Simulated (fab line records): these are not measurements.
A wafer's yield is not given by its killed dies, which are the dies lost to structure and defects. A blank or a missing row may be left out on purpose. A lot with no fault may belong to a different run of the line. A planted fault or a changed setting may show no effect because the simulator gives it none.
Chamber matching || flow nand_harc || rie_diel-07 running NHARC_A_STAIRCASE_DESCUM_291: 4 sister chambers
The step chemistry O2, time 3 s. 4 wafers are shown with their chamber, then 8 later ones without.

EACH WAFER AND ITS CHAMBER
{"wafer": "L085.3", "chamber": 3, "showerhead_plenum_p_Torr (Torr)": 1.88}
{"wafer": "L085.5", "chamber": 0, "showerhead_plenum_p_Torr (Torr)": 2.02}
{"wafer": "L085.6", "chamber": 1, "showerhead_plenum_p_Torr (Torr)": 1.96}
{"wafer": "L088.2", "chamber": 2, "showerhead_plenum_p_Torr (Torr)": 1.98}

WAFERS WITH NO CHAMBER GIVEN
{"wafer": "L088.5", "showerhead_plenum_p_Torr (Torr)": 1.87}
{"wafer": "L088.6", "showerhead_plenum_p_Torr (Torr)": 1.97}
{"wafer": "L091.2", "showerhead_plenum_p_Torr (Torr)": 1.97}
{"wafer": "L091.3", "showerhead_plenum_p_Torr (Torr)": 1.95}
{"wafer": "L091.4", "showerhead_plenum_p_Torr (Torr)": 2.02}
{"wafer": "L094.1", "showerhead_plenum_p_Torr (Torr)": 1.97}
{"wafer": "L094.2", "showerhead_plenum_p_Torr (Torr)": 1.95}
{"wafer": "L094.4", "showerhead_plenum_p_Torr (Torr)": 2.01}

WHICH CHAMBER EACH ONE RAN IN
{"wafer": "L088.5", "from the rows above": 3, "in truth": 3}
{"wafer": "L088.6", "from the rows above": "can't be placed: 1 or 2", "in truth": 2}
{"wafer": "L091.2", "from the rows above": "can't be placed: 1 or 2", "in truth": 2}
{"wafer": "L091.3", "from the rows above": 1, "in truth": 1}
{"wafer": "L091.4", "from the rows above": 0, "in truth": 0}
{"wafer": "L094.1", "from the rows above": "can't be placed: 1 or 2", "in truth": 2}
{"wafer": "L094.2", "from the rows above": 1, "in truth": 1}
{"wafer": "L094.4", "from the rows above": 0, "in truth": 0}
Correctly placed: 5 of 8. Unplaceable from these rows: 3, with the true chamber sitting among the candidates in 3. Wrongly placed: 0.
How it was worked out, from the rows above alone: a wafer's distance from a chamber is the root of the sum, over the readings, of the square of ((its reading less the chamber's mean) divided by the reading's scatter). If the next closest chamber is less than 2 further off than the closest, the wafer can't be placed; otherwise it belongs to the closest. For every chamber, the mean is computed from those of its wafers that are shown. The scatter (one wafer shown for each chamber): square how far every hidden wafer sits from the nearest shown wafer, average those squares and take the square root.
